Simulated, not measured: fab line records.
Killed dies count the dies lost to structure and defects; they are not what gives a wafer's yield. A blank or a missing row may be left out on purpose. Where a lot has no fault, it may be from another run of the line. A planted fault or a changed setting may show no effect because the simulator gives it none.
Chamber matching    flow n5-finfet    4 sister chambers for N5_MOL_CONTACT_COAG_ETCH_91 on rie-diel-04
The step etches SOC in N2/H2, target depth 60 nm, overetch 21 nm, time 101.2 s. 8 wafers are shown with their chamber, then 9 later ones without.

## WAFERS PAIRED WITH THEIR CHAMBERS
wafer   chamber  throttle-valve-pct (%)  showerhead-plenum-p-Torr (Torr)
L080.2  0        18.22                   2.52
L086.5  0        18.25                   2.51
L088.4  3        17.62                   2.42
L090.1  1        17.96                   2.52
L090.5  2        17.82                   2.72
L092.1  1        17.96                   2.51
L092.2  3        17.66                   2.41
L092.3  2        17.83                   2.72

## WAFERS MISSING THEIR CHAMBER
wafer   throttle-valve-pct (%)  showerhead-plenum-p-Torr (Torr)
L093.1  17.64                   2.41
L093.2  17.81                   2.72
L093.4  17.98                   2.51
L096.2  17.83                   2.71
L096.4  17.67                   2.41
L096.6  17.98                   2.51
L097.3  17.88                   2.50
L097.4  17.84                   2.71
L097.5  17.88                   2.50

## THE CHAMBER EACH PASSED THROUGH
wafer    from the rows above   in truth
L093.1   3                     3
L093.2   2                     2
L093.4   1                     1
L096.2   2                     2
L096.4   3                     3
L096.6   1                     1
L097.3   1                     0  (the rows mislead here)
L097.4   2                     2
L097.5   1                     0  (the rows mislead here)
Correctly placed: 7 of 9. Can't be placed from these rows: 0. Wrongly placed: 2.
How it was worked out, from the rows above alone: a wafer's distance from a chamber is the root of the sum, over the readings, of the square of ((its reading less the chamber's mean) divided by the reading's scatter). If the next closest chamber is less than 2 further off than the closest, the wafer can't be placed; otherwise it belongs to the closest. The mean given for a chamber averages the wafers shown for that chamber. The scatter is the square root of a quotient: the sum, over the shown wafers, of each reading's squared deviation from its chamber's mean, divided by wafers minus chambers.
